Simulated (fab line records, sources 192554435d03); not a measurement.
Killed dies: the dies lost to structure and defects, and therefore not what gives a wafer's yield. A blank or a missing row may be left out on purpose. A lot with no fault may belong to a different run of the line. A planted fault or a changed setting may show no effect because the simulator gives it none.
Matching of chambers -- flow n5 finfet -- 4 sister chambers for N5_FIN_SAQP_SPACER2_ALD_28 on ald sin-04
The step deposits SiO2, target thk 8.1 nm, pulse time 1 s, purge time 2 s. 18 wafers are shown with their chamber, then 9 later ones without.

== WAFERS PAIRED WITH THEIR CHAMBERS ==
wafer,chamber,heater power w (W),precursor pulse height rel
L077.2,3,486,1.034
L077.5,3,474,0.967
L077.6,0,425,1.013
L078.1,2,423,1.000
L078.3,1,481,1.021
L078.5,3,475,1.000
L084.3,3,476,0.976
L084.4,2,416,0.988
L084.5,0,419,1.016
L085.1,0,433,1.005
L085.4,3,480,0.993
L085.5,2,423,0.986
L086.1,0,422,0.995
L086.2,2,419,0.975
L086.5,1,486,0.985
L087.1,2,431,0.989
L087.2,0,433,0.993
L087.3,1,492,1.049

SIGNATURES (means of the wafers above)
reading,chamber 0,chamber 1,chamber 2,chamber 3,scatter within a chamber
heater power w,426.40,486.33,422.40,478.20,5.66
precursor pulse height rel,1.00440,1.01833,0.98760,0.99400,0.0198
Rule: a wafer lies at a distance from a chamber equal to the root of the sum of squares, over the readings, of (its reading less the chamber's mean, divided by the reading's scatter). If the next closest chamber is less than 2 further off than the closest, the wafer can't be placed; otherwise it belongs to the closest. The scatter is the square root of a quotient: the sum, over the shown wafers, of each reading's squared deviation from its chamber's mean, divided by wafers minus chambers.

== WAFERS MISSING THEIR CHAMBER ==
wafer,heater power w (W),precursor pulse height rel
L087.4,484,0.973
L087.5,497,1.008
L087.6,429,0.998
L089.1,423,1.050
L089.2,417,1.019
L089.3,485,0.969
L089.4,493,1.015
L089.5,486,1.010
L089.6,433,0.993

== WHICH CHAMBER EACH ONE RAN IN ==
wafer,from the rows above,in truth
L087.4,can't be placed: 3 or 1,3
L087.5,can't be placed: 1 or 3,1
L087.6,can't be placed: 0 or 2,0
L089.1,can't be placed: 0 or 2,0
L089.2,can't be placed: 0 or 2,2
L089.3,can't be placed: 3 or 1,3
L089.4,can't be placed: 1 or 3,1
L089.5,can't be placed: 1 or 3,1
L089.6,can't be placed: 0 or 2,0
0 of 9 placed correctly. Can't be placed from these rows: 9 (the true chamber is among the candidates in 9). Placed wrongly: 0.
